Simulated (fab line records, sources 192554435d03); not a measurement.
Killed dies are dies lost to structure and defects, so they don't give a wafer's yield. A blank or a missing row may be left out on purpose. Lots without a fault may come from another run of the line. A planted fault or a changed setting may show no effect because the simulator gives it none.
Chamber matching | flow n5_finfet | N5_HKMG_FIN_STRIP_89 on rie_diel-06: 4 sister chambers
The step strips SOC in N2/H2, time 20 s. 4 wafers are shown with their chamber, then 7 later ones without.

WAFERS WITH THEIR CHAMBER
wafer  | chamber | drypump_motor_current_A (A)
L082.2 | 1       | 5.8
L082.5 | 0       | 5.8
L084.5 | 3       | 5.4
L085.5 | 2       | 6.8

WAFERS WITHOUT THEIR CHAMBER
wafer  | drypump_motor_current_A (A)
L085.6 | 5.4
L091.1 | 5.8
L091.4 | 5.4
L091.5 | 5.8
L094.1 | 5.4
L094.5 | 6.9
L094.6 | 5.7

WHICH CHAMBER EACH WENT THROUGH
wafer  | from the rows above     | in truth
L085.6 | 3                       | 3
L091.1 | can't be placed: 0 or 1 | 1
L091.4 | 3                       | 3
L091.5 | can't be placed: 0 or 1 | 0
L094.1 | 3                       | 3
L094.5 | 2                       | 2
L094.6 | can't be placed: 0 or 1 | 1
Placed correctly: 4 of 7. Can't be placed from these rows: 3 (the true chamber is among the candidates in 3). Placed wrongly: 0.
How it was worked out, from the rows above alone: a wafer's distance from a chamber is the root of the sum, over the readings, of the square of ((its reading less the chamber's mean) divided by the reading's scatter). The wafer belongs to the nearest chamber; if the next one is less than 2 further off, it can't be placed. A chamber's mean is the mean of its shown wafers. The scatter: with one shown wafer a chamber, the root of the mean of the squares of how far each hidden wafer lies from its nearest shown one.
